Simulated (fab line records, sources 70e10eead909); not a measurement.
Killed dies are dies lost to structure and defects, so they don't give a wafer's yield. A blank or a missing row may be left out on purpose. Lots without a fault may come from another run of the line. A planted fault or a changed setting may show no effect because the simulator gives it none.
Chamber matching | flow nand_harc | NHARC_A_M0_CMP_23 on cmp-04: 4 sister chambers
The step polishes, t overpolish 20 s, target thk 113.75 nm. 8 wafers are shown with their chamber, then 7 later ones without.

WAFERS WITH THEIR CHAMBER
wafer  | chamber | motor_current_A (A) | time_to_endpoint_s (s)
L076.5 | 1       | 13.0                | 20
L090.1 | 1       | 12.7                | 28
L090.4 | 3       | 12.5                | 30
L090.5 | 0       | 11.2                | 32
L091.2 | 0       | 11.2                | 32
L091.6 | 2       | 11.8                | 31
L093.1 | 2       | 12.8                | 30
L093.2 | 3       | 12.9                | 31

WAFERS WITHOUT THEIR CHAMBER
wafer  | motor_current_A (A) | time_to_endpoint_s (s)
L093.4 | 11.0                | 32
L095.2 | 13.4                | 23
L095.3 | 10.9                | 33
L095.4 | 12.3                | 29
L097.1 | 12.9                | 32
L097.2 | 11.0                | 30
L097.3 | 12.7                | 26

WHICH CHAMBER EACH WENT THROUGH
wafer  | from the rows above          | in truth
L093.4 | 0                            | 0
L095.2 | can't be placed: 1 or 3      | 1
L095.3 | 0                            | 0
L095.4 | can't be placed: 2 or 3 or 1 | 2
L097.1 | can't be placed: 3 or 2      | 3
L097.2 | 0                            | 0
L097.3 | can't be placed: 1 or 3 or 2 | 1
Placed correctly: 3 of 7. Can't be placed from these rows: 4 (the true chamber is among the candidates in 4). Placed wrongly: 0.
How it was worked out, from the rows above alone: a wafer's distance from a chamber is the root of the sum, over the readings, of the square of ((its reading less the chamber's mean) divided by the reading's scatter). The wafer belongs to the nearest chamber; if the next one is less than 2 further off, it can't be placed. A chamber's mean is the mean of its shown wafers. The scatter: the root of (the sum of the squares of (reading less its chamber's mean) over the shown wafers, divided by (wafers less chambers)).
